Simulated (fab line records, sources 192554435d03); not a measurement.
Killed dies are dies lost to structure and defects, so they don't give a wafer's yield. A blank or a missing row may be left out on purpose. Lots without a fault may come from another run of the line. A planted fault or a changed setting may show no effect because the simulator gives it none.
Which tool did it? | flow n5_finfet | 9 lots, 27 wafers sampled, at 6 steps of a route of 1938

WHAT THE GAUGES READ, wafer by wafer
N5_STI_FIN_REVEAL_CD_MEAS_22: target cd 6.238 nm, pitch 28 nm. Usual: cd_nm 6.3 nm, standard deviation 0.31.
lot  | measured    | on        | cd_nm (nm)  | flag
L853 | day 3 02:03 | cd_sem-03 | 6.2 6.4 6.3 |
L855 | day 3 14:01 | cd_sem-01 | 6.1 6.0 6.3 |
L860 | day 4 19:36 | cd_sem-02 | 5.9 6.4 6.3 |
L861 | day 5 00:56 | cd_sem-02 | 6.7 6.3 6.6 |
L865 | day 6 04:22 | cd_sem-02 | 6.5 6.1 7.3 |
L866 | day 6 08:09 | cd_sem-02 | 6.9 6.6 6.4 |
L870 | day 7 06:42 | cd_sem-01 | 6.7 6.4 6.5 |
L872 | day 7 19:14 | cd_sem-01 | 5.7 6.6 6.6 |
L873 | day 8 01:46 | cd_sem-01 | 6.3 6.4 5.9 |

N5_STI_FIN_REVEAL_FIN_H_MEAS_10. Usual: trench_depth_nm 52.5 nm, standard deviation 1.
lot  | measured    | on     | trench_depth_nm (nm) | flag
L853 | day 3 02:05 | ocd-02 | 54.0 52.8 51.8       |
L855 | day 3 14:02 | ocd-02 | 50.6 53.0 51.9       |
L860 | day 4 19:38 | ocd-02 | 0.0 -0.8 -0.1        | OFF
L861 | day 5 00:58 | ocd-01 | -0.6 -1.4 -1.0       | OFF
L865 | day 6 04:24 | ocd-02 | 51.5 53.0 51.9       |
L866 | day 6 08:11 | ocd-02 | 51.2 51.1 52.3       |
L870 | day 7 06:44 | ocd-01 | 51.6 50.1 53.0       |
L872 | day 7 19:16 | ocd-01 | 53.0 51.4 52.5       |
L873 | day 8 01:48 | ocd-01 | 51.5 53.9 53.6       |

N5_BEOL_M4_RC_MEAS_101. Usual: DIBL_N 36.7 mV/V, standard deviation 2.4; DIBL_P 37.4 mV/V, standard deviation 2.9; IOFF_N 0.18 nA/um, standard deviation 0.05; IOFF_P 0.23 nA/um, standard deviation 0.058; ION_N 683 uA/um, standard deviation 16; ION_P 467 uA/um, standard deviation 11; SS_N 71.7 mV/dec, standard deviation 0.77; SS_P 73.5 mV/dec, standard deviation 0.87; VT_N 249 mV, standard deviation 4.3; VT_P -250 mV, standard deviation 4.4.
lot  | measured     | on        | DIBL_N (mV/V)  | DIBL_P (mV/V)  | IOFF_N (nA/um) | IOFF_P (nA/um) | ION_N (uA/um) | ION_P (uA/um) | SS_N (mV/dec)  | SS_P (mV/dec)  | VT_N (mV)   | VT_P (mV)      | flag
L853 | day 8 05:15  | prober-01 | 40.3 39.0 38.0 | 40.8 38.0 38.5 | 0.21 0.17 0.17 | 0.26 0.21 0.23 | 705 685 665   | 477 461 456   | 72.5 72.2 71.6 | 74.6 73.5 73.4 | 248 250 250 | -248 -254 -252 |
L855 | day 8 22:30  | prober-01 | 37.9 33.1 34.5 | 36.9 32.0 32.7 | 0.17 0.11 0.12 | 0.20 0.14 0.14 | 657 679 660   | 450 458 447   | 72.0 71.3 70.7 | 73.5 71.7 72.0 | 251 252 257 | -251 -257 -256 |
L865 | day 11 11:25 | prober-02 | 40.2 36.4 40.9 | 40.8 36.5 42.7 | 0.23 0.16 0.29 | 0.29 0.22 0.33 | 690 691 711   | 473 476 480   | 73.1 71.3 72.8 | 74.3 72.9 74.5 | 243 247 238 | -246 -249 -242 |
L866 | day 11 11:47 | prober-01 | 35.1 35.5 36.0 | 35.5 35.2 37.2 | 0.17 0.16 0.18 | 0.21 0.20 0.22 | 667 662 672   | 459 451 461   | 71.8 71.6 72.4 | 73.4 72.3 73.4 | 250 251 250 | -249 -251 -250 |
L870 | day 12 14:08 | prober-01 | 40.3 40.3 35.6 | 42.7 41.8 37.4 | 0.30 0.27 0.19 | 0.37 0.34 0.24 | 702 679 703   | 484 466 483   | 73.1 73.4 71.7 | 74.9 76.0 72.8 | 240 245 245 | -243 -246 -247 |
L872 | day 13 07:21 | prober-01 | 35.4 38.2 33.6 | 36.6 38.8 34.3 | 0.16 0.25 0.14 | 0.17 0.22 0.14 | 683 703 693   | 459 463 455   | 71.9 72.9 71.1 | 72.5 73.6 72.7 | 251 242 249 | -256 -252 -259 |
L873 | day 13 16:04 | prober-02 | 37.8 34.3 33.2 | 37.7 34.0 33.0 | 0.18 0.11 0.10 | 0.20 0.15 0.14 | 684 670 668   | 457 468 462   | 71.9 71.0 70.1 | 74.1 72.7 72.2 | 248 254 257 | -254 -258 -260 |

WHICH TOOL RAN EACH LOT (tool, then ch and the chambers of the sampled wafers, then the start)
lot  | N5_FIN_CUT_STRIP_22               | N5_STI_FIN_REVEAL_ETCHBACK_08     | N5_STI_FIN_REVEAL_RECESS_09
L853 | rie_diel-02 ch 0,2, day 2 17:02   | rie_diel-03 ch 0,1,2, day 2 22:52 | vapor_etch-01 ch 0,1, day 2 23:07
L855 | rie_diel-02 ch 0,1,3, day 3 04:49 | rie_diel-03 ch 0,1,2, day 3 11:06 | vapor_etch-01 ch 0,1, day 3 11:21
L860 | rie_diel-06 ch 0,1, day 4 10:31   | rie_diel-03 ch 0,1,2, day 4 16:21 | vapor_etch-01 ch 0,1, day 4 16:56
L861 | rie_diel-06 ch 0,2,3, day 4 15:15 | rie_diel-03 ch 0,1, day 4 22:01   | vapor_etch-02 ch 0,1, day 4 22:16
L865 | rie_diel-05 ch 1,2,3, day 5 18:50 | rie_diel-04 ch 0,1,3, day 6 01:26 | vapor_etch-01 ch 0,1, day 6 01:41
L866 | rie_diel-02 ch 0,2,3, day 5 23:11 | rie_diel-01 ch 2,3, day 6 05:10   | vapor_etch-01 ch 0,1, day 6 05:57
L870 | rie_diel-02 ch 0,2, day 6 21:47   | rie_diel-03 ch 0,1,3, day 7 03:46 | vapor_etch-02 ch 0,1, day 7 04:01
L872 | rie_diel-02 ch 0,1,2, day 7 09:56 | rie_diel-03 ch 2,3, day 7 16:17   | vapor_etch-02 ch 0,1, day 7 16:32
L873 | rie_diel-06 ch 0,1,3, day 7 16:39 | rie_diel-03 ch 1,3, day 7 22:41   | vapor_etch-01 ch 0,1, day 7 22:56
- N5_FIN_CUT_STRIP_22: strips in N2/H2.
- N5_STI_FIN_REVEAL_ETCHBACK_08: etches SiO2 in C4F6/O2, target depth 30.5 nm, time 10.167 s.
- N5_STI_FIN_REVEAL_RECESS_09: chemistry HF/NH3, target SiO2, afs cycles 11, target depth 42.5 nm, sublimation time 60 s.

WHAT THE TOOLS THEMSELVES READ (means of the sampled wafers that have a number; where no wafer has one, the mark that the record gives instead)
N5_FIN_CUT_STRIP_22. Usual: drypump_motor_current_A 5.6 A, standard deviation 0.43; oes_product_au 0.80 a.u., standard deviation 0.073; rf_vpp_V 54.0 V, standard deviation 2.4; showerhead_plenum_p_Torr 3.38 Torr, standard deviation 0.12; throttle_valve_pct 18.8 %, standard deviation 0.4.
lot  | tool        | drypump_motor_current_A (A) | oes_product_au (a.u.) | rf_vpp_V (V) | showerhead_plenum_p_Torr (Torr) | throttle_valve_pct (%) | flag
L853 | rie_diel-02 | 5.6                         | 0.76                  | 55.0         | 3.34                            | 18.7                   |
L855 | rie_diel-02 | 5.5                         | 0.79                  | 53.2         | 3.37                            | 18.9                   |
L860 | rie_diel-06 | 5.4                         | 0.69                  | 55.8         | 3.40                            | 18.6                   |
L861 | rie_diel-06 | 5.6                         | 0.79                  | 50.7         | 3.36                            | 18.6                   |
L865 | rie_diel-05 | 5.4                         | 0.88                  | 53.1         | 3.49                            | 19.2                   |
L866 | rie_diel-02 | 5.5                         | 0.76                  | 54.5         | 3.39                            | 19.0                   |
L870 | rie_diel-02 | 5.3                         | 0.74                  | 52.8         | 3.33                            | 18.6                   |
L872 | rie_diel-02 | 5.6                         | 0.75                  | 54.0         | 3.29                            | 18.6                   |
L873 | rie_diel-06 | 5.4                         | 0.81                  | 50.9         | 3.28                            | 18.4                   |

N5_STI_FIN_REVEAL_ETCHBACK_08. Usual: C4F6_flow_sccm 9.99 sccm, standard deviation 0.031; drypump_motor_current_A 5.7 A, standard deviation 0.46; oes_product_au 0.82 a.u., standard deviation 0.098; rf_vpp_V 675 V, standard deviation 17; showerhead_plenum_p_Torr 2.90 Torr, standard deviation 0.12; throttle_valve_pct 21.20 %, standard deviation 0.23.
lot  | tool        | C4F6_flow_sccm (sccm) | drypump_motor_current_A (A) | oes_product_au (a.u.) | rf_vpp_V (V) | showerhead_plenum_p_Torr (Torr) | throttle_valve_pct (%) | flag
L853 | rie_diel-03 | 10.03                 | 5.8                         | 0.86                  | 677          | 2.92                            | 21.10                  |
L855 | rie_diel-03 | 9.99                  | 5.8                         | 0.85                  | 677          | 2.92                            | 21.10                  |
L860 | rie_diel-03 | 10.02                 | 5.8                         | 0.84                  | 676          | 2.92                            | 21.12                  |
L861 | rie_diel-03 | 9.98                  | 5.9                         | 0.82                  | 677          | 2.98                            | 21.21                  |
L865 | rie_diel-04 | 10.02                 | 5.5                         | 0.86                  | 653          | 2.86                            | 21.20                  |
L866 | rie_diel-01 | 9.99                  | 5.3                         | 0.71                  | 673          | 2.78                            | 21.43                  |
L870 | rie_diel-03 | 9.99                  | 5.7                         | 0.78                  | 685          | 2.97                            | 21.33                  |
L872 | rie_diel-03 | 9.97                  | 5.9                         | 0.75                  | 679          | 2.81                            | 21.30                  |
L873 | rie_diel-03 | 10.00                 | 5.3                         | 0.84                  | 693          | 2.99                            | 21.18                  |

N5_STI_FIN_REVEAL_RECESS_09. Usual: drypump_motor_current_A 5.4 A, standard deviation 0.38.
lot  | tool          | drypump_motor_current_A (A) | flag
L853 | vapor_etch-01 | 5.6                         |
L855 | vapor_etch-01 | 5.8                         |
L860 | vapor_etch-01 | -                           | OFF
L861 | vapor_etch-02 | -                           | OFF
L865 | vapor_etch-01 | 5.7                         |
L866 | vapor_etch-01 | 5.7                         |
L870 | vapor_etch-02 | 5.0                         |
L872 | vapor_etch-02 | 5.1                         |
L873 | vapor_etch-01 | 5.7                         |

THE ANSWER, worked out from the rows above alone
Rule: a lot is off if the mean of its wafers that have a number lies more than 3 standard deviations from the usual mean. A lot without any number at a reading at which 4 lots or more have one is off too. The other lots that the step has rows for count as sound. The gauges are gone through in route order, then the tools' own readings, and for those a lot's mean is taken as printed above. The first step at which some lot is off is used, and at that step the reading that is off furthest; a lot without a number counts as furthest.
Off: L860, L861, at N5_STI_FIN_REVEAL_FIN_H_MEAS_10 (trench_depth_nm).
A tool fits if, at a process step before that reading, it ran every lot that is off, and no sound lot after the first of them. The gauges at N5_STI_FIN_REVEAL_FIN_H_MEAS_10 aren't tried: what is off there is off at N5_STI_FIN_REVEAL_RECESS_09 too, on other tools, and a gauge's error can't cause that. None of those tried fits.

WHAT THE SIMULATOR HAD PUT IN
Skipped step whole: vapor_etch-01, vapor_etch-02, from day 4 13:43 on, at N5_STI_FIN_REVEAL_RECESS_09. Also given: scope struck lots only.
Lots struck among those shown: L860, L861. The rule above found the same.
